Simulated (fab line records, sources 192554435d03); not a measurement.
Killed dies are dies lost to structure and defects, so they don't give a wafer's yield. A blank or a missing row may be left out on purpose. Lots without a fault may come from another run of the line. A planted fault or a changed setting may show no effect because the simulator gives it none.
Chamber matching | flow n5_finfet | N5_BEOL_M3_CMP_52 on cmp-02: 4 sister chambers
The step polishes, stops on SiOC, t overpolish 6.8 s, target thk 40 nm. 4 wafers are shown with their chamber, then 8 later ones without.

WAFERS WITH THEIR CHAMBER
wafer  | chamber | motor_current_A (A)
L904.6 | 3       | 6.2
L905.2 | 1       | 6.3
L905.5 | 0       | 6.2
L906.4 | 2       | 5.7

WAFERS WITHOUT THEIR CHAMBER
wafer  | motor_current_A (A)
L906.5 | 6.2
L906.6 | 6.7
L907.2 | 6.0
L907.3 | 6.5
L907.4 | 5.8
L910.1 | 6.0
L910.3 | 6.1
L910.5 | 6.1

WHICH CHAMBER EACH WENT THROUGH
wafer  | from the rows above               | in truth
L906.5 | can't be placed: 0 or 3 or 1      | 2
L906.6 | can't be placed: 1 or 0 or 3      | 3
L907.2 | can't be placed: 0 or 3 or 1 or 2 | 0
L907.3 | can't be placed: 1 or 0 or 3      | 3
L907.4 | can't be placed: 2 or 0 or 3      | 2
L910.1 | can't be placed: 0 or 3 or 1 or 2 | 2
L910.3 | can't be placed: 0 or 3 or 1 or 2 | 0
L910.5 | can't be placed: 0 or 3 or 1 or 2 | 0
Placed correctly: 0 of 8. Can't be placed from these rows: 8 (the true chamber is among the candidates in 7). Placed wrongly: 0.
How it was worked out, from the rows above alone: a wafer's distance from a chamber is the root of the sum, over the readings, of the square of ((its reading less the chamber's mean) divided by the reading's scatter). The wafer belongs to the nearest chamber; if the next one is less than 2 further off, it can't be placed. A chamber's mean is the mean of its shown wafers. The scatter: with one shown wafer a chamber, the root of the mean of the squares of how far each hidden wafer lies from its nearest shown one.
